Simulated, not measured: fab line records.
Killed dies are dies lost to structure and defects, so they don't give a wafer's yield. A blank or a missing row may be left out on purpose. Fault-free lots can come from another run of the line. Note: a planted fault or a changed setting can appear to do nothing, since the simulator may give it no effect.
Commonality check across tools    flow nandHarc    Sample size 13 lots and 39 wafers

## THE REASON FOR OPENING IT
At NHARC_P_GATE_CD_MEAS_26 the reading cdNm is flagged on 1 of 13 lots. No-fault wafers: 119.8 nm, standard deviation 0.66.
Rule: a lot is flagged when every wafer of it that has a number lies more than 4 standard deviations from that mean, or none has a number. The rest of the lots are taken to be sound.

lot   measured      on        cdNm (nm), wafer by wafer  flag
L450  day 4 10:58   cdSem-03  120.5 120.0 120.1          
L453  day 5 13:05   cdSem-03  118.4 119.9 119.3          
L454  day 5 13:14   cdSem-01  120.0 119.7 120.8          
L455  day 6 01:15   cdSem-02  121.2 120.0 120.9          
L457  day 6 06:41   cdSem-01  120.2 119.6 120.0          
L456  day 6 06:50   cdSem-02  119.6 120.4 120.2          
L458  day 6 20:30   cdSem-03  120.2 119.9 120.5          
L460  day 7 05:20   cdSem-01  119.2 119.9 120.2          
L463  day 7 21:11   cdSem-02  106.0 105.8 105.8          FLAGGED
L469  day 9 09:49   cdSem-03  119.1 120.2 119.8          
L471  day 10 01:59  cdSem-01  119.8 120.7 120.0          
L473  day 10 02:09  cdSem-03  121.0 120.1 120.7          
L472  day 10 02:31  cdSem-01  118.9 118.2 119.3          
The mean of the flagged lots' numbers is 105.9 nm, -13.9 nm from the usual (-21 standard deviations).

## TOOL THAT RAN EACH LOT
Before the reading, the record contains 2 process steps out of a 1159-step route. Cell contents, in order: the tool; ch with the chambers the sampled wafers went through; the start.
lot   flag     NHARC_P_ZERO_WELL_DESCUM_13       NHARC_P_GATE_EXPOSE_23
L450           rieDiel-12 ch 0,2,3, day 1 13:24  arfiScanner-01 ch 0, day 4 10:50
L453           rieDiel-04 ch 0,1,2, day 2 07:32  arfiScanner-03 ch 0, day 5 12:56
L454           rieDiel-04 ch 0,2,3, day 2 13:25  arfiScanner-01 ch 0, day 5 13:05
L455           rieDiel-09 ch 0,1,2, day 2 19:26  arfiScanner-01 ch 0, day 6 01:07
L457           rieDiel-12 ch 1,2,3, day 3 07:25  arfiScanner-02 ch 0, day 6 06:32
L456           rieDiel-12 ch 0,1,3, day 3 01:24  arfiScanner-03 ch 0, day 6 06:41
L458           rieDiel-12 ch 1,2,3, day 3 13:25  arfiScanner-02 ch 0, day 6 20:22
L460           rieDiel-04 ch 0,1, day 4 01:24    arfiScanner-02 ch 0, day 7 05:11
L463  FLAGGED  rieDiel-12 ch 1,2,3, day 4 19:32  arfiScanner-02 ch 0, day 7 21:02
L469           rieDiel-09 ch 0,2, day 6 07:23    arfiScanner-03 ch 0, day 9 09:41
L471           rieDiel-04 ch 0,1,3, day 6 19:16  arfiScanner-03 ch 0, day 10 01:52
L473           rieDiel-04 ch 0,2, day 7 07:17    arfiScanner-02 ch 0, day 10 02:01
L472           rieDiel-09 ch 0,2,3, day 7 01:25  arfiScanner-02 ch 0, day 10 02:23
What the steps here do:
- NHARC_P_ZERO_WELL_DESCUM_13: chemistry O2, time 3 s.
- NHARC_P_GATE_EXPOSE_23: exposes mask P GATE, target cd 120 nm.
- NHARC_P_GATE_CD_MEAS_26: target cd 120 nm.

## FLAGGED OVER TOTAL, TOOL BY TOOL (the gauges that took the reading come last)
step                         tool            lots run  flagged  share of the flagged lots  sound lots run after its first flagged lot
NHARC_P_ZERO_WELL_DESCUM_13  rieDiel-04      5         0        none                       -
NHARC_P_ZERO_WELL_DESCUM_13  rieDiel-09      3         0        none                       -
NHARC_P_ZERO_WELL_DESCUM_13  rieDiel-12      5         1        all                        0
NHARC_P_GATE_EXPOSE_23       arfiScanner-01  3         0        none                       -
NHARC_P_GATE_EXPOSE_23       arfiScanner-02  6         1        all                        2 (L473,L472)
NHARC_P_GATE_EXPOSE_23       arfiScanner-03  4         0        none                       -
NHARC_P_GATE_CD_MEAS_26      cdSem-01        5         0        none                       -
NHARC_P_GATE_CD_MEAS_26      cdSem-02        3         1        all                        0
NHARC_P_GATE_CD_MEAS_26      cdSem-03        5         0        none                       -

## WHAT THE TABLE ALLOWS
In the table, 3 rows ran each flagged lot (rieDiel-12 at NHARC_P_ZERO_WELL_DESCUM_13; arfiScanner-02 at NHARC_P_GATE_EXPOSE_23; cdSem-02 at NHARC_P_GATE_CD_MEAS_26).
- rieDiel-12 at NHARC_P_ZERO_WELL_DESCUM_13 ran 5 lots, 1 of them flagged. Its last sound lot is L458 (day 3 13:25), its first flagged lot L463 (day 4 19:32): a fault that began between those two fits.
- arfiScanner-02 at NHARC_P_GATE_EXPOSE_23 ran 6 lots, 1 of them flagged. Sound lots followed the first flagged one (L473, L472) on it, something a lasting fault affecting the whole tool could not allow.
- cdSem-02 at NHARC_P_GATE_CD_MEAS_26 ran 3 lots, 1 of them flagged. Its last sound lot is L456 (day 6 06:50), its first flagged lot L463 (day 7 21:11): a fault that began between those two fits.
A lot count leaves these 2 tools indistinguishable: every one of them fits a fault beginning at some hour. More lots, or a look at what each step does to the wafer, might.

## WHAT WAS PUT IN BY THE SIMULATOR
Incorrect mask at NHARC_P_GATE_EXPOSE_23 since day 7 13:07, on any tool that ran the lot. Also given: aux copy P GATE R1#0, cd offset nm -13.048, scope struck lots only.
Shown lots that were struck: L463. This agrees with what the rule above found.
